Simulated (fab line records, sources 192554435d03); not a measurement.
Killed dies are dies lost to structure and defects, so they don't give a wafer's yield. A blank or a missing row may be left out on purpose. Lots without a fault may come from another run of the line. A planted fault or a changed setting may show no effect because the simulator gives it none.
Which tool did it? | flow n5_finfet | 24 lots, 72 wafers sampled, at 6 steps of a route of 1938

WHAT THE GAUGES READ, wafer by wafer
N5_BEOL_M1_CD_MEAS_18: pitch 36 nm, target cd 18 nm.
lot  | measured     | on        | cd_nm (nm)
L074 | day 6 01:13  | cd_sem-01 | 17.8 18.1 17.8
L075 | day 6 11:31  | cd_sem-03 | 17.8 17.6 17.4
L076 | day 6 19:16  | cd_sem-03 | 17.8 17.4 17.6
L077 | day 6 21:50  | cd_sem-03 | 18.2 18.1 18.8
L078 | day 7 04:13  | cd_sem-01 | 17.8 17.4 17.8
L079 | day 7 13:56  | cd_sem-02 | 18.4 18.2 17.9
L080 | day 7 17:05  | cd_sem-02 | 17.9 18.0 17.9
L081 | day 7 20:12  | cd_sem-01 | 17.9 18.2 18.4
L082 | day 8 06:20  | cd_sem-01 | 18.3 18.0 18.1
L084 | day 8 12:08  | cd_sem-02 | 18.6 18.2 18.1
L083 | day 8 17:52  | cd_sem-03 | 17.8 17.6 17.5
L085 | day 8 21:32  | cd_sem-02 | 18.5 17.9 18.3
L086 | day 9 03:19  | cd_sem-03 | 18.4 18.3 18.0
L087 | day 9 07:07  | cd_sem-02 | 18.9 18.1 18.0
L088 | day 9 12:35  | cd_sem-03 | 18.1 17.8 17.7
L089 | day 9 20:05  | cd_sem-03 | 17.6 18.4 18.0
L090 | day 10 03:19 | cd_sem-02 | 17.8 17.7 18.2
L091 | day 10 08:01 | cd_sem-01 | 18.0 18.2 18.4
L092 | day 10 17:07 | cd_sem-03 | 18.7 17.6 17.9
L093 | day 10 23:13 | cd_sem-01 | 17.3 18.0 18.3
L094 | day 11 02:35 | cd_sem-02 | 18.2 18.2 18.1
L095 | day 11 09:21 | cd_sem-03 | 17.9 18.1 18.3
L096 | day 11 13:14 | cd_sem-02 | 18.2 18.2 18.1
L097 | day 11 23:17 | cd_sem-01 | 18.2 18.4 18.4

N5_BEOL_M1_CD_MEAS_35: target cd 18 nm, target cd y 21 nm.
lot  | measured     | on        | cd_nm (nm)
L074 | day 6 08:34  | cd_sem-01 | 18.40 18.08 17.88
L075 | day 6 13:20  | cd_sem-02 | 17.97 17.73 17.87
L076 | day 6 21:47  | cd_sem-02 | 17.73 18.11 18.38
L077 | day 6 23:08  | cd_sem-03 | 18.35 18.42 18.68
L078 | day 7 07:44  | cd_sem-02 | 17.51 17.44 17.97
L079 | day 7 16:07  | cd_sem-02 | 18.19 18.16 17.88
L080 | day 7 19:01  | cd_sem-02 | 17.62 18.30 18.25
L081 | day 7 23:56  | cd_sem-03 | 18.16 17.74 18.20
L082 | day 8 17:31  | cd_sem-02 | 17.97 18.15 18.45
L084 | day 8 14:35  | cd_sem-02 | 18.31 18.40 18.33
L083 | day 8 21:16  | cd_sem-01 | 17.65 17.77 17.58
L085 | day 9 02:51  | cd_sem-02 | 18.23 17.99 18.27
L086 | day 9 09:56  | cd_sem-02 | 18.68 18.39 17.72
L087 | day 9 15:14  | cd_sem-02 | 18.96 17.82 18.00
L088 | day 9 19:53  | cd_sem-01 | 17.94 18.27 17.93
L089 | day 9 23:17  | cd_sem-02 | 17.78 18.10 18.36
L090 | day 10 10:26 | cd_sem-01 | 18.59 18.06 18.27
L091 | day 10 15:01 | cd_sem-03 | 18.12 18.39 18.77
L092 | day 10 22:12 | cd_sem-02 | 17.89 17.97 18.35
L093 | day 11 01:12 | cd_sem-01 | 18.04 17.90 18.06
L094 | day 11 05:52 | cd_sem-02 | 18.41 18.10 17.97
L095 | day 11 13:02 | cd_sem-01 | 17.79 18.05 18.59
L096 | day 11 16:14 | cd_sem-02 | 18.58 18.15 18.20
L097 | day 12 10:19 | cd_sem-01 | 18.65 18.35 18.51

WHICH TOOL RAN EACH LOT (tool, then ch and the chambers of the sampled wafers, then the start)
lot  | N5_BEOL_M0_SPUTTER_132       | N5_BEOL_M1_HM_DEP_02         | N5_BEOL_M1_DESCUM_16               | N5_BEOL_M1_ETCH_69
L074 | pvd_sputter-02, day 5 21:01  | pvd_sputter-01, day 5 23:14  | rie_diel-05 ch 1,2,3, day 6 00:38  | rie_diel-05 ch 0,1,2, day 6 01:46
L075 | pvd_sputter-03, day 6 08:28  | pvd_sputter-01, day 6 10:34  | rie_diel-04 ch 1,2, day 6 11:05    | rie_diel-05 ch 0,1,2, day 6 12:09
L076 | pvd_sputter-01, day 6 14:43  | pvd_sputter-02, day 6 17:19  | rie_diel-04 ch 0,2, day 6 18:40    | rie_diel-03 ch 0,1,3, day 6 19:53
L077 | pvd_sputter-02, day 6 16:55  | pvd_sputter-01, day 6 20:46  | rie_diel-03 ch 0,1, day 6 21:25    | rie_diel-05 ch 0,1, day 6 22:20
L078 | pvd_sputter-03, day 7 01:09  | pvd_sputter-01, day 7 03:08  | rie_diel-05 ch 1,2,3, day 7 03:47  | rie_diel-05 ch 2,3, day 7 04:43
L079 | pvd_sputter-01, day 7 10:33  | pvd_sputter-03, day 7 12:59  | rie_diel-04 ch 0,2,3, day 7 13:31  | rie_diel-04 ch 0,1,2, day 7 14:36
L080 | pvd_sputter-03, day 7 14:05  | pvd_sputter-01, day 7 16:05  | rie_diel-04 ch 0,1,2, day 7 16:35  | rie_diel-05 ch 0,1,2, day 7 17:35
L081 | pvd_sputter-01, day 7 16:23  | pvd_sputter-01, day 7 19:12  | rie_diel-05 ch 0,1,3, day 7 19:46  | rie_diel-04 ch 0,1,2, day 7 20:41
L082 | pvd_sputter-02, day 8 03:11  | pvd_sputter-02, day 8 05:22  | rie_diel-03 ch 0,2,3, day 8 05:55  | rie_diel-03 ch 1,3, day 8 06:57
L084 | pvd_sputter-01, day 8 06:31  | pvd_sputter-02, day 8 10:59  | rie_diel-04 ch 0,1,3, day 8 11:38  | rie_diel-04 ch 1,3, day 8 12:37
L083 | pvd_sputter-03, day 8 14:19  | pvd_sputter-02, day 8 16:54  | rie_diel-03 ch 0,3, day 8 17:27    | rie_diel-05 ch 0,3, day 8 18:23
L085 | pvd_sputter-01, day 8 17:04  | pvd_sputter-02, day 8 20:30  | rie_diel-05 ch 2,3, day 8 21:05    | rie_diel-04 ch 0,1, day 8 22:09
L086 | pvd_sputter-03, day 9 00:11  | pvd_sputter-03, day 9 02:14  | rie_diel-05 ch 0,3, day 9 02:53    | rie_diel-03 ch 0,1,2, day 9 03:49
L087 | pvd_sputter-03, day 9 02:48  | pvd_sputter-03, day 9 06:11  | rie_diel-03 ch 0,1,3, day 9 06:42  | rie_diel-04 ch 0,1,2, day 9 07:37
L088 | pvd_sputter-03, day 9 09:50  | pvd_sputter-03, day 9 11:26  | rie_diel-04 ch 0,2,3, day 9 12:04  | rie_diel-04 ch 1,2, day 9 13:12
L089 | pvd_sputter-03, day 9 16:19  | pvd_sputter-03, day 9 18:59  | rie_diel-04 ch 0,1,2, day 9 19:39  | rie_diel-05 ch 0,2,3, day 9 20:34
L090 | pvd_sputter-02, day 9 23:27  | pvd_sputter-03, day 10 02:22 | rie_diel-03 ch 0,2,3, day 10 02:53 | rie_diel-05 ch 0,2,3, day 10 04:02
L091 | pvd_sputter-01, day 10 03:05 | pvd_sputter-02, day 10 07:02 | rie_diel-03 ch 0,1,2, day 10 07:35 | rie_diel-03 ch 1,3, day 10 08:38
L092 | pvd_sputter-03, day 10 13:13 | pvd_sputter-01, day 10 16:05 | rie_diel-04 ch 0,2,3, day 10 16:36 | rie_diel-05 ch 1,2,3, day 10 17:59
L093 | pvd_sputter-01, day 10 17:28 | pvd_sputter-01, day 10 21:46 | rie_diel-04 ch 0,2, day 10 22:37   | rie_diel-03 ch 0,1, day 10 23:47
L094 | pvd_sputter-01, day 10 22:31 | pvd_sputter-01, day 11 01:20 | rie_diel-03 ch 0,1,3, day 11 02:02 | rie_diel-05 ch 0,1,2, day 11 03:15
L095 | pvd_sputter-02, day 11 06:02 | pvd_sputter-03, day 11 08:13 | rie_diel-05 ch 0,1,2, day 11 08:55 | rie_diel-05 ch 0,1,2, day 11 09:50
L096 | pvd_sputter-02, day 11 09:16 | pvd_sputter-01, day 11 12:10 | rie_diel-05 ch 0,1,2, day 11 12:49 | rie_diel-03 ch 0,2,3, day 11 13:44
L097 | pvd_sputter-02, day 11 19:06 | pvd_sputter-03, day 11 22:17 | rie_diel-04 ch 1,2,3, day 11 22:49 | rie_diel-04 ch 1,2,3, day 11 23:55
- N5_BEOL_M0_SPUTTER_132: material Cu, target thk 4 nm, time 7.37 s.
- N5_BEOL_M1_HM_DEP_02: deposits TiN, target thk 20 nm.
- N5_BEOL_M1_DESCUM_16: chemistry O2, time 7 s.
- N5_BEOL_M1_ETCH_69: etches SiARC in CF4, target depth 15.6 nm, time 26 s.

WHAT THE TOOLS THEMSELVES READ (means of the sampled wafers that have a number; where no wafer has one, the mark that the record gives instead)
N5_BEOL_M0_SPUTTER_132.
lot  | tool           | substrate_temp_c (C) | throttle_valve_pct (%)
L074 | pvd_sputter-02 | -20.05               | 29.7
L075 | pvd_sputter-03 | -20.08               | 30.7
L076 | pvd_sputter-01 | -19.96               | 30.3
L077 | pvd_sputter-02 | -19.97               | 29.7
L078 | pvd_sputter-03 | -19.97               | 31.0
L079 | pvd_sputter-01 | -19.99               | 29.8
L080 | pvd_sputter-03 | -19.93               | 31.2
L081 | pvd_sputter-01 | -19.96               | 29.8
L082 | pvd_sputter-02 | -20.10               | 29.9
L084 | pvd_sputter-01 | -19.94               | 29.6
L083 | pvd_sputter-03 | -19.84               | 31.8
L085 | pvd_sputter-01 | -19.99               | 29.5
L086 | pvd_sputter-03 | -20.01               | 30.3
L087 | pvd_sputter-03 | -20.03               | 31.2
L088 | pvd_sputter-03 | -20.13               | 31.1
L089 | pvd_sputter-03 | -20.02               | 30.7
L090 | pvd_sputter-02 | -20.08               | 29.8
L091 | pvd_sputter-01 | -19.99               | 29.7
L092 | pvd_sputter-03 | -19.94               | 31.2
L093 | pvd_sputter-01 | -20.06               | 29.6
L094 | pvd_sputter-01 | -19.87               | 30.0
L095 | pvd_sputter-02 | -19.95               | 30.6
L096 | pvd_sputter-02 | -20.02               | 29.9
L097 | pvd_sputter-02 | -19.87               | 30.4

N5_BEOL_M1_HM_DEP_02.
lot  | tool           | substrate_temp_c (C) | throttle_valve_pct (%)
L074 | pvd_sputter-01 | 24.89                | 29.8
L075 | pvd_sputter-01 | 25.00                | 30.0
L076 | pvd_sputter-02 | 24.99                | 29.0
L077 | pvd_sputter-01 | 24.95                | 29.5
L078 | pvd_sputter-01 | 25.00                | 30.0
L079 | pvd_sputter-03 | 24.94                | 31.3
L080 | pvd_sputter-01 | 25.03                | 30.1
L081 | pvd_sputter-01 | 24.99                | 29.8
L082 | pvd_sputter-02 | 24.98                | 29.8
L084 | pvd_sputter-02 | 24.88                | 29.2
L083 | pvd_sputter-02 | 25.09                | 29.8
L085 | pvd_sputter-02 | 25.15                | 30.6
L086 | pvd_sputter-03 | 25.12                | 31.1
L087 | pvd_sputter-03 | 25.11                | 30.6
L088 | pvd_sputter-03 | 25.07                | 31.6
L089 | pvd_sputter-03 | 25.03                | 30.4
L090 | pvd_sputter-03 | 25.01                | 31.7
L091 | pvd_sputter-02 | 25.05                | 29.7
L092 | pvd_sputter-01 | 25.01                | 29.9
L093 | pvd_sputter-01 | 25.04                | 29.3
L094 | pvd_sputter-01 | 24.99                | 30.0
L095 | pvd_sputter-03 | 25.00                | 30.6
L096 | pvd_sputter-01 | 24.96                | 29.9
L097 | pvd_sputter-03 | 24.92                | 31.2

N5_BEOL_M1_DESCUM_16.
lot  | tool        | drypump_motor_current_A (A) | oes_product_au (a.u.) | rf_vpp_V (V) | showerhead_plenum_p_Torr (Torr) | throttle_valve_pct (%)
L074 | rie_diel-05 | 5.4                         | 0.84                  | 244.3        | 2.17                            | 20.27
L075 | rie_diel-04 | 5.0                         | 0.78                  | 244.2        | 2.13                            | 20.36
L076 | rie_diel-04 | 5.8                         | 0.75                  | 243.2        | 2.12                            | 20.30
L077 | rie_diel-03 | 5.6                         | 0.76                  | 242.5        | 2.06                            | 20.48
L078 | rie_diel-05 | 5.3                         | 0.83                  | 244.5        | 2.17                            | 20.28
L079 | rie_diel-04 | 5.7                         | 0.74                  | 242.8        | 2.09                            | 20.30
L080 | rie_diel-04 | 5.5                         | 0.78                  | 243.7        | 2.10                            | 20.43
L081 | rie_diel-05 | 5.6                         | 0.83                  | 243.6        | 2.11                            | 20.39
L082 | rie_diel-03 | 5.9                         | 0.84                  | 244.7        | 2.15                            | 20.39
L084 | rie_diel-04 | 5.9                         | 0.78                  | 243.0        | 2.04                            | 20.48
L083 | rie_diel-03 | 5.9                         | 0.87                  | 244.1        | 2.18                            | 20.49
L085 | rie_diel-05 | 5.4                         | 0.80                  | 244.3        | 2.16                            | 20.35
L086 | rie_diel-05 | 6.0                         | 0.81                  | 242.5        | 2.05                            | 20.54
L087 | rie_diel-03 | 5.8                         | 0.80                  | 243.0        | 2.10                            | 20.50
L088 | rie_diel-04 | 5.6                         | 0.74                  | 242.8        | 2.08                            | 20.31
L089 | rie_diel-04 | 5.4                         | 0.77                  | 242.7        | 2.09                            | 20.45
L090 | rie_diel-03 | 5.9                         | 0.82                  | 243.7        | 2.14                            | 20.41
L091 | rie_diel-03 | 5.9                         | 0.76                  | 242.6        | 2.06                            | 20.40
L092 | rie_diel-04 | 5.6                         | 0.73                  | 242.8        | 2.08                            | 20.33
L093 | rie_diel-04 | 5.2                         | 0.73                  | 243.7        | 2.13                            | 20.28
L094 | rie_diel-03 | 5.8                         | 0.78                  | 243.7        | 2.10                            | 20.50
L095 | rie_diel-05 | 5.7                         | 0.83                  | 243.6        | 2.15                            | 20.44
L096 | rie_diel-05 | 5.7                         | 0.84                  | 243.6        | 2.15                            | 20.44
L097 | rie_diel-04 | 5.4                         | 0.75                  | 242.5        | 2.06                            | 20.46

N5_BEOL_M1_ETCH_69.
lot  | tool        | bias_w (W) | drypump_motor_current_A (A) | etch_rf_on_time_s (s) | oes_product_au (a.u.) | rf_vpp_V (V) | showerhead_plenum_p_Torr (Torr) | throttle_valve_pct (%)
L074 | rie_diel-05 | 35.95      | 5.7                         | 25.3                  | 0.77                  | 184.6        | 2.21                            | 15.48
L075 | rie_diel-05 | 35.94      | 5.7                         | 25.2                  | 0.77                  | 184.7        | 2.21                            | 15.47
L076 | rie_diel-03 | 36.01      | 5.8                         | 25.7                  | 0.71                  | 183.8        | 2.16                            | 15.65
L077 | rie_diel-05 | 35.97      | 6.0                         | 25.4                  | 0.76                  | 185.1        | 2.15                            | 15.59
L078 | rie_diel-05 | 35.99      | 5.4                         | 26.1                  | 0.69                  | 184.8        | 2.21                            | 15.47
L079 | rie_diel-04 | 35.94      | 5.5                         | 26.0                  | 0.66                  | 184.0        | 2.15                            | 15.61
L080 | rie_diel-05 | 36.04      | 5.7                         | 25.5                  | 0.75                  | 185.3        | 2.20                            | 15.51
L081 | rie_diel-04 | 35.96      | 5.5                         | 26.1                  | 0.66                  | 184.1        | 2.15                            | 15.62
L082 | rie_diel-03 | 36.04      | 6.0                         | 25.8                  | 0.75                  | 184.8        | 2.20                            | 15.63
L084 | rie_diel-04 | 35.99      | 5.8                         | 25.7                  | 0.67                  | 183.8        | 2.07                            | 15.67
L083 | rie_diel-05 | 35.98      | 6.0                         | 25.9                  | 0.68                  | 183.7        | 2.10                            | 15.70
L085 | rie_diel-04 | 35.88      | 6.0                         | 26.1                  | 0.66                  | 184.2        | 2.12                            | 15.66
L086 | rie_diel-03 | 35.95      | 5.8                         | 26.0                  | 0.66                  | 183.6        | 2.12                            | 15.63
L087 | rie_diel-04 | 36.05      | 5.5                         | 25.9                  | 0.65                  | 183.7        | 2.15                            | 15.64
L088 | rie_diel-04 | 36.04      | 5.1                         | 25.5                  | 0.69                  | 183.6        | 2.13                            | 15.74
L089 | rie_diel-05 | 35.94      | 5.7                         | 25.9                  | 0.68                  | 184.9        | 2.15                            | 15.62
L090 | rie_diel-05 | 35.96      | 5.7                         | 26.0                  | 0.68                  | 184.7        | 2.15                            | 15.62
L091 | rie_diel-03 | 36.15      | 6.1                         | 26.1                  | 0.72                  | 184.5        | 2.20                            | 15.66
L092 | rie_diel-05 | 36.05      | 5.3                         | 25.8                  | 0.68                  | 183.6        | 2.20                            | 15.50
L093 | rie_diel-03 | 35.93      | 5.6                         | 25.9                  | 0.63                  | 183.9        | 2.11                            | 15.78
L094 | rie_diel-05 | 35.91      | 5.7                         | 25.6                  | 0.72                  | 184.4        | 2.19                            | 15.55
L095 | rie_diel-05 | 35.98      | 5.7                         | 25.7                  | 0.72                  | 185.2        | 2.19                            | 15.56
L096 | rie_diel-03 | 36.04      | 5.8                         | 26.0                  | 0.70                  | 184.7        | 2.19                            | 15.67
L097 | rie_diel-04 | 35.89      | 5.4                         | 25.8                  | 0.64                  | 183.2        | 2.11                            | 15.68

THE ANSWER, worked out from the rows above alone
Rule: what is usual is taken from the lots themselves. Put in order of their means at a reading, lots are off if they are a third of the lots or fewer, leave a main group of 4 or more, and stand apart from it by a gap of 3 or more times the standard deviation of the main group's means; of several such gaps the widest counts. A main group whose means are all the same, to the digits that the tables above print for the reading, isn't used. A lot without any number at a reading at which 4 lots or more have one is off too. The other lots that the step has rows for count as sound. The gauges are gone through in route order, then the tools' own readings, and for those a lot's mean is taken as printed above. The first step at which some lot is off is used, and at that step the reading that is off furthest; a lot without a number counts as furthest.
No lot is off at any reading shown: from this, nothing can be told.

WHAT THE SIMULATOR HAD PUT IN
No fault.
